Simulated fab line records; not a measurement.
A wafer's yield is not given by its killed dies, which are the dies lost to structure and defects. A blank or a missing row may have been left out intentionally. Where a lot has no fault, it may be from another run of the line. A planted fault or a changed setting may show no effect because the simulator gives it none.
Which tool was responsible? / flow n5_finfet / at 1 step of a route of 1938, 10 lots with 30 wafers sampled

== WHAT THE GAUGES SHOWED, per wafer ==
N5_BEOL_M5_INSPECT_13: inspects for defects (brightfield).
lot=L710; measured=day 8 09:59; on=defect_inspect-01; raw_defect_count=469 340 447
lot=L711; measured=day 8 15:52; on=defect_inspect-02; raw_defect_count=250 278 302
lot=L715; measured=day 9 10:53; on=defect_inspect-02; raw_defect_count=429 450 482
lot=L714; measured=day 9 10:56; on=defect_inspect-01; raw_defect_count=329 412 454
lot=L716; measured=day 9 20:50; on=defect_inspect-01; raw_defect_count=346 289 318
lot=L718; measured=day 10 17:25; on=defect_inspect-02; raw_defect_count=399 421 353
lot=L721; measured=day 11 00:38; on=defect_inspect-01; raw_defect_count=474 369 500
lot=L727; measured=day 12 12:56; on=defect_inspect-02; raw_defect_count=373 415 491
lot=L728; measured=day 13 04:28; on=defect_inspect-01; raw_defect_count=332 317 464
lot=L731; measured=day 13 20:21; on=defect_inspect-02; raw_defect_count=584 483 624

== EACH LOT AND THE TOOL THAT RAN IT (in order: tool; ch and the chambers of the sampled wafers; start) ==
Record: no process step prior to these readings.

== AS READ BY THE TOOLS THEMSELVES (means over the sampled wafers that have a number; for cases with no such wafer, the mark the record gives instead) ==
The record holds no such reading with a usual standard deviation.

== THE ANSWER, worked out from the rows above alone ==
Rule: the lots themselves supply what counts as usual. Put in order of their means at a reading, lots are off if they are a third of the lots or fewer, leave a main group of 4 or more, and stand apart from it by a gap of 3 or more times the standard deviation of the main group's means; of several such gaps the widest counts. The tables above print the reading to a certain number of digits; a main group whose means all agree to those digits is not used. A lot without any number at a reading at which 4 lots or more have one is off too. The other lots that the step has rows for count as sound. Order of review: gauges by route order, followed by the tools' own readings, for which a lot's mean as printed above is used. The first step at which some lot is off is used, and at that step the reading that is off furthest; a lot without a number counts as furthest.
No lot is off on any of the readings shown, so nothing can be concluded from this.

== WHAT THE SIMULATOR HAD INSERTED ==
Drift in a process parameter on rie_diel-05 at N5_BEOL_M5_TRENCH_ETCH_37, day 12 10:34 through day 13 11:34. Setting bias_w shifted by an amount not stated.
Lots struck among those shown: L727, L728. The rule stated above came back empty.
